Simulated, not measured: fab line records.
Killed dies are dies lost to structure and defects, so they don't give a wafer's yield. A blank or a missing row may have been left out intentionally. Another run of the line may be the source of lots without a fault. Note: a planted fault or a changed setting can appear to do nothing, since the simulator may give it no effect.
fab line records | flow nand_harc
record: lots: 6 | wafers: 18 | last_day: 34
route steps=1302 shown A_ONON_D1@432
lots that met no fault: from a run of the same line without faults
start_h: hours from the record's first day to the start of the lot's first wafer shown | wait_h: time in hours since the lot's previous step | " same as the row above | L1.1+2: a single row standing in for several wafers | - no value, or no start was given | * or withheld: withheld | < > ~ a bound
route shown NAME@n: NAME is a module with steps in the file, n the number in the route of the first one | usual: mean/standard deviation taken from wafers without a fault | same: alike in all rows | chamber/n: place in a boat | sites: readings site by site | _std_site: the values' standard deviation | _edge_site: mean of outer sites minus mean of inner sites | radius_mm: how far each site lies from the wafer's centre | mask NAME#n: copy n | behind: the most recent tool/chamber to have shaped the wafer | hold: why the lot went on hold/how many hours it stayed there/how the hold came to an end | device: the n, p or np transistor that did not switch | end of line: at the end of the route, the tests of the same wafers | a step given without rows: its recipe and nothing more | killed: count of dies lost to structure and defects at first sort (not the wafer's yield) | map: the dies of a wafer, with x for killed, . for not killed, _ for no die there
set.NAME: the setting that was run; set.NAME@STEP: the one run at that earlier step | model.NAME: the simulator's own value behind a step, which no gauge read
certain route steps with their lots: each step a table, each wafer a row
services: when a tool's chamber went out of use (start_h, in hours from the record's first day, below 0 if earlier), for how many hours, and the reason
== steps ==
step: NHARC_A_ONON_D1_DEP_12
recipe: target_thk_a: 10000 | n2_flow_sccm: 2750 | n2o_flow_sccm: 2000 | nh3_flow_sccm: 500 | sih4_flow_sccm: 210 | temp_c: 400
step: NHARC_A_ONON_D1_THK_MEAS_14
recipe: thk_meas_gauge: ellipsometry
usual: thk_nm: 1000/11
lot.wafer | tool          | chamber | start_h | wait_h | thk_nm
L614.1    | film_metro-01 | -       | 162.20  | -      | 987
L614.2    | "             | -       | "       | "      | 987
L614.4    | "             | -       | "       | "      | 987
L621.1    | film_metro-02 | -       | 232.99  | -      | 1016
L621.5    | "             | -       | "       | "      | 1016
L621.6    | "             | -       | "       | "      | 1018
L625.1    | film_metro-02 | -       | 275.52  | -      | 1009
L625.4    | "             | -       | "       | "      | 1008
L625.5    | "             | -       | "       | "      | 1009
L632.3    | film_metro-02 | -       | 346.80  | -      | 977
L632.5    | "             | -       | "       | "      | 977
L632.6    | "             | -       | "       | "      | 979
L635.1    | film_metro-02 | -       | 365.86  | -      | 994
L635.3    | "             | -       | "       | "      | 992
L635.4    | "             | -       | "       | "      | 995
L637.3    | film_metro-01 | -       | 388.93  | -      | 1014
L637.4    | "             | -       | "       | "      | 1012
L637.6    | "             | -       | "       | "      | 1012
step: NHARC_A_ONON_D1_ANNEAL_15
recipe: temp_c: 750 | time_s: 3600
step: NHARC_A_ONON_D1_DEP_16
recipe: target_thk_a: 10000 | n2_flow_sccm: 2750 | n2o_flow_sccm: 2000 | nh3_flow_sccm: 500 | sih4_flow_sccm: 210 | temp_c: 400
step: NHARC_A_ONON_D1_THK_MEAS_18
recipe: thk_meas_gauge: ellipsometry
usual: thk_nm: 1004/11
lot.wafer | tool          | chamber | start_h | wait_h | thk_nm
L614.1    | film_metro-01 | -       | 173.33  | -      | 993
L614.2    | "             | -       | "       | "      | 993
L614.4    | "             | -       | "       | "      | 993
L621.1    | film_metro-02 | -       | 241.08  | -      | 1007
L621.5    | "             | -       | "       | "      | 1006
L621.6    | "             | -       | "       | "      | 1004
L625.1    | film_metro-01 | -       | 283.05  | -      | 1007
L625.4    | "             | -       | "       | "      | 1008
L625.5    | "             | -       | "       | "      | 1009
L632.3    | film_metro-02 | -       | 356.35  | -      | 988
L632.5    | "             | -       | "       | "      | 987
L632.6    | "             | -       | "       | "      | 987
L635.1    | film_metro-01 | -       | 373.66  | -      | 997
L635.3    | "             | -       | "       | "      | 998
L635.4    | "             | -       | "       | "      | 997
L637.3    | film_metro-01 | -       | 399.12  | -      | 1024
L637.4    | "             | -       | "       | "      | 1023
L637.6    | "             | -       | "       | "      | 1025
step: NHARC_A_ONON_D1_DEP_19
recipe: target_thk_a: 10000 | n2_flow_sccm: 2750 | n2o_flow_sccm: 2000 | nh3_flow_sccm: 500 | sih4_flow_sccm: 210 | temp_c: 400
step: NHARC_A_ONON_D1_THK_MEAS_21
recipe: thk_meas_gauge: ellipsometry
usual: thk_nm: 1002/9.6
lot.wafer | tool          | chamber | start_h | wait_h | thk_nm
L614.1    | film_metro-02 | -       | 173.90  | -      | 993
L614.2    | "             | -       | "       | "      | 994
L614.4    | "             | -       | "       | "      | 995
L621.1    | film_metro-01 | -       | 241.65  | -      | 1019
L621.5    | "             | -       | "       | "      | 1019
L621.6    | "             | -       | "       | "      | 1021
L625.1    | film_metro-02 | -       | 283.62  | -      | 993
L625.4    | "             | -       | "       | "      | 993
L625.5    | "             | -       | "       | "      | 993
L632.3    | film_metro-02 | -       | 356.92  | -      | 1003
L632.5    | "             | -       | "       | "      | 1005
L632.6    | "             | -       | "       | "      | 1002
L635.1    | film_metro-01 | -       | 374.23  | -      | 1008
L635.3    | "             | -       | "       | "      | 1005
L635.4    | "             | -       | "       | "      | 1006
L637.3    | film_metro-01 | -       | 399.68  | -      | 1012
L637.4    | "             | -       | "       | "      | 1012
L637.6    | "             | -       | "       | "      | 1012
step: NHARC_A_ONON_D1_DEP_22
recipe: target_thk_a: 10000 | n2_flow_sccm: 2750 | n2o_flow_sccm: 2000 | nh3_flow_sccm: 500 | sih4_flow_sccm: 210 | temp_c: 400
step: NHARC_A_ONON_D1_THK_MEAS_24
recipe: thk_meas_gauge: ellipsometry
usual: thk_nm: 1004/9.8
lot.wafer | tool          | chamber | start_h | wait_h | thk_nm
L614.1    | film_metro-01 | -       | 174.47  | -      | 1023
L614.2    | "             | -       | "       | "      | 1022
L614.4    | "             | -       | "       | "      | 1019
L621.1    | film_metro-02 | -       | 242.21  | -      | 998
L621.5    | "             | -       | "       | "      | 998
L621.6    | "             | -       | "       | "      | 999
L625.1    | film_metro-02 | -       | 284.18  | -      | 1002
L625.4    | "             | -       | "       | "      | 999
L625.5    | "             | -       | "       | "      | 1000
L632.3    | film_metro-01 | -       | 357.48  | -      | 995
L632.5    | "             | -       | "       | "      | 996
L632.6    | "             | -       | "       | "      | 996
L635.1    | film_metro-01 | -       | 374.80  | -      | 991
L635.3    | "             | -       | "       | "      | 992
L635.4    | "             | -       | "       | "      | 991
L637.3    | film_metro-02 | -       | 400.24  | -      | 1004
L637.4    | "             | -       | "       | "      | 1004
L637.6    | "             | -       | "       | "      | 1005
step: NHARC_A_ONON_D1_DEP_25
recipe: target_thk_a: 10000 | n2_flow_sccm: 2750 | n2o_flow_sccm: 2000 | nh3_flow_sccm: 500 | sih4_flow_sccm: 210 | temp_c: 400
step: NHARC_A_ONON_D1_THK_MEAS_27
recipe: thk_meas_gauge: ellipsometry
usual: thk_nm: 997/10
lot.wafer | tool          | chamber | start_h | wait_h | thk_nm
L614.1    | film_metro-02 | -       | 175.03  | -      | 1006
L614.2    | "             | -       | "       | "      | 1003
L614.4    | "             | -       | "       | "      | 1006
L621.1    | film_metro-02 | -       | 242.78  | -      | 992
L621.5    | "             | -       | "       | "      | 990
L621.6    | "             | -       | "       | "      | 989
L625.1    | film_metro-02 | -       | 284.75  | -      | 987
L625.4    | "             | -       | "       | "      | 987
L625.5    | "             | -       | "       | "      | 988
L632.3    | film_metro-02 | -       | 358.05  | -      | 988
L632.5    | "             | -       | "       | "      | 988
L632.6    | "             | -       | "       | "      | 988
L635.1    | film_metro-01 | -       | 375.36  | -      | 1008
L635.3    | "             | -       | "       | "      | 1009
L635.4    | "             | -       | "       | "      | 1009
L637.3    | film_metro-02 | -       | 400.81  | -      | 997
L637.4    | "             | -       | "       | "      | 997
L637.6    | "             | -       | "       | "      | 998
step: NHARC_A_ONON_D1_DEP_28
recipe: target_thk_a: 10000 | n2_flow_sccm: 2750 | n2o_flow_sccm: 2000 | nh3_flow_sccm: 500 | sih4_flow_sccm: 210 | temp_c: 400
usual: nh3_flow_sccm: 500.0/1.5
lot.wafer | tool          | chamber | start_h | wait_h | nh3_flow_sccm
L614.1    | pecvd_onon-02 | 0       | 175.08  | 0.1    | 499.1
L614.2    | "             | 0       | "       | "      | 497.6
L614.4    | "             | 0       | "       | "      | 498.7
L621.1    | pecvd_onon-03 | 0       | 242.83  | 0.1    | 501.6
L621.5    | "             | 0       | "       | "      | 501.8
L621.6    | "             | 0       | "       | "      | 500.3
L625.1    | pecvd_onon-03 | 0       | 284.81  | 0.1    | 499.7
L625.4    | "             | 0       | "       | "      | 500.6
L625.5    | "             | 0       | "       | "      | 501.7
L632.3    | pecvd_onon-03 | 0       | 358.22  | 0.2    | 500.2
L632.5    | "             | 0       | "       | "      | 500.5
L632.6    | "             | 0       | "       | "      | 500.1
L635.1    | pecvd_onon-01 | 0       | 375.42  | 0.1    | 499.9
L635.3    | "             | 0       | "       | "      | 500.0
L635.4    | "             | 0       | "       | "      | 500.2
L637.3    | pecvd_onon-02 | 0       | 400.98  | 0.2    | 500.6
L637.4    | "             | 0       | "       | "      | 499.4
L637.6    | "             | 0       | "       | "      | 500.1
step: NHARC_A_ONON_D1_THK_MEAS_30
recipe: thk_meas_gauge: ellipsometry
usual: thk_nm: 1001/8.8
lot.wafer | tool          | chamber | start_h | wait_h | hold                     | thk_nm
L614.1    | film_metro-02 | -       | 175.62  | -      | -                        | 1010
L614.2    | "             | -       | "       | "      | -                        | 1009
L614.4    | "             | -       | "       | "      | -                        | 1011
L621.1    | film_metro-02 | -       | 243.35  | -      | -                        | 995
L621.5    | "             | -       | "       | "      | -                        | 997
L621.6    | "             | -       | "       | "      | -                        | 994
L625.1    | film_metro-01 | -       | 285.32  | -      | await_dispo/0.2h/release | 868
L625.4    | "             | -       | "       | "      | await_dispo/0.2h/release | 868
L625.5    | "             | -       | "       | "      | await_dispo/0.2h/release | 867
L625.1    | film_metro-01 | -       | 285.50  | 0.2    | -                        | 866
L625.4    | "             | -       | "       | "      | -                        | 869
L625.5    | "             | -       | "       | "      | -                        | 868
L632.3    | film_metro-02 | -       | 358.61  | -      | await_dispo/0.2h/release | 883
L632.5    | "             | -       | "       | "      | await_dispo/0.2h/release | 883
L632.6    | "             | -       | "       | "      | await_dispo/0.2h/release | 884
L632.3    | film_metro-02 | -       | 358.78  | 0.2    | -                        | 885
L632.5    | "             | -       | "       | "      | -                        | 884
L632.6    | "             | -       | "       | "      | -                        | 884
L635.1    | film_metro-01 | -       | 375.93  | -      | -                        | 987
L635.3    | "             | -       | "       | "      | -                        | 988
L635.4    | "             | -       | "       | "      | -                        | 989
L637.3    | film_metro-01 | -       | 401.38  | -      | -                        | 1006
L637.4    | "             | -       | "       | "      | -                        | 1006
L637.6    | "             | -       | "       | "      | -                        | 1007
step: NHARC_A_ONON_D1_DEP_33
recipe: target_thk_a: 2000 | temp_c: 400 | pressure_torr: 6.5 | rf_w: 900 | teos_flow_sccm: 161.4 | flow_sccm: 2650 | target_thk_nm: 200 | gas: O2 | material: SiO2
usual: heater_power_w: 577/93 | mfc_precursor_sccm: 161.5/0.48 | showerhead_vpp_V: 1773/70 | throttle_valve_pct: 16.2/0.44
lot.wafer | tool     | chamber | start_h | wait_h | hold                      | heater_power_w | mfc_precursor_sccm | showerhead_vpp_V | throttle_valve_pct
L614.1    | pecvd-01 | 2       | 175.67  | 0.1    | -                         | 546            | 161.1              | 1772             | 17.3
L614.2    | "        | 1       | "       | "      | -                         | 702            | 161.2              | 1826             | 16.3
L614.4    | "        | 1       | "       | "      | -                         | 717            | 161.3              | 1819             | 16.2
L621.1    | pecvd-01 | 0       | 243.41  | 0.1    | -                         | 555            | 161.7              | 1785             | 15.9
L621.5    | "        | 1       | "       | "      | -                         | 724            | 161.7              | 1828             | 16.5
L621.6    | "        | 2       | "       | "      | -                         | 580            | 162.2              | 1763             | 17.1
L625.1    | pecvd-04 | 1       | 298.32  | 12.8   | await_dispo/12.8h/release | 533            | 161.4              | 1792             | 15.6
L625.5    | "        | 1       | "       | "      | await_dispo/12.8h/release | 558            | 160.9              | 1785             | 15.5
L625.4    | "        | 2       | "       | "      | await_dispo/12.8h/release | 594            | 161.8              | 1714             | 15.6
L632.3    | pecvd-03 | 2       | 359.92  | 1.1    | await_dispo/0.8h/release  | 449            | 161.4              | 1741             | 16.3
L632.5    | "        | 2       | "       | "      | await_dispo/0.8h/release  | 464            | 161.2              | 1734             | 16.4
L632.6    | "        | 1       | "       | "      | await_dispo/0.8h/release  | 594            | 161.3              | 1626             | 16.2
L635.1    | pecvd-01 | 0       | 376.03  | 0.1    | -                         | 464            | 162.0              | 1744             | 16.2
L635.3    | "        | 1       | "       | "      | -                         | 608            | 162.4              | 1763             | 16.0
L635.4    | "        | 1       | "       | "      | -                         | 620            | 162.1              | 1800             | 16.2
L637.3    | pecvd-03 | 0       | 401.48  | 0.1    | -                         | 413            | 161.5              | 1869             | 16.1
L637.4    | "        | 0       | "       | "      | -                         | 419            | 161.8              | 1856             | 15.9
L637.6    | "        | 1       | "       | "      | -                         | 623            | 161.6              | 1623             | 16.3
== services ==
tool          | chamber | start_h | hours | kind
pecvd-04      | -       | 164.04  | 1.7   | repair
pecvd_onon-02 | -       | 185.01  | 13.0  | pm
pecvd-03      | -       | 185.33  | 13.0  | pm
pecvd-03      | 0       | 185.33  | 13.0  | vent_cycle
pecvd_onon-03 | -       | 213.24  | 12.8  | repair
pecvd-04      | 1       | 216.23  | 4.5   | repair
pecvd_onon-03 | -       | 227.11  | 13.0  | pm
pecvd-04      | -       | 255.44  | 1.1   | repair
pecvd-03      | 2       | 256.58  | 11.3  | repair
pecvd-04      | -       | 269.35  | 13.0  | pm
pecvd_onon-01 | -       | 269.45  | 13.0  | pm
pecvd-03      | -       | 275.16  | 1.3   | repair
pecvd-01      | -       | 311.00  | 13.0  | pm
pecvd-01      | 0       | 311.00  | 13.0  | vent_cycle
pecvd-01      | 1       | 311.00  | 13.0  | vent_cycle
pecvd-01      | 2       | 311.00  | 13.0  | vent_cycle
pecvd-01      | 0       | 324.00  | -     | clean
pecvd-01      | 1       | 324.00  | -     | clean
pecvd-01      | 2       | 324.00  | -     | clean
pecvd-04      | 1       | 337.25  | 13.5  | repair
pecvd_onon-02 | -       | 366.01  | 13.0  | pm
pecvd-03      | -       | 366.57  | 13.0  | pm
pecvd-04      | 2       | 369.26  | 6.9   | repair
pecvd-04      | 0       | 401.05  | 19.2  | repair
== key ==
first_sign: step: NHARC_A_ONON_D1_THK_MEAS_30 | reading: visit | direction: added
effect: step: NHARC_A_ONON_D1_THK_MEAS_30 | reading: thk_nm | direction: down | sigmas: 14 | usual: 1001 | struck: 876
met_at NHARC_A_ONON_D1_DEP_28
struck_wafers L625.1,L625.4,L625.5,L632.3,L632.5,L632.6
tester_left_out L625,L632
onset_between 242.83 284.81
fault: kind: site_profile_drift | tool: pecvd_onon-03 | chamber: - | onset_h: 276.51 | steps: NHARC_A_ONON_D1_DEP_28 | basis: fraction | max_abs_drift: 0.27863 | slope_share_per_hr: 61.919 | site_pattern: 0,0,0,0,0,-1,-1,-1,-1
tester_left_out: of these lots the tester's yield and bins aren't shown, on N5 and GAA mostly nor the transistor test; their killed dies are dies lost to structure and defects alone, not to doping, threshold or leakage, so they don't give the yield
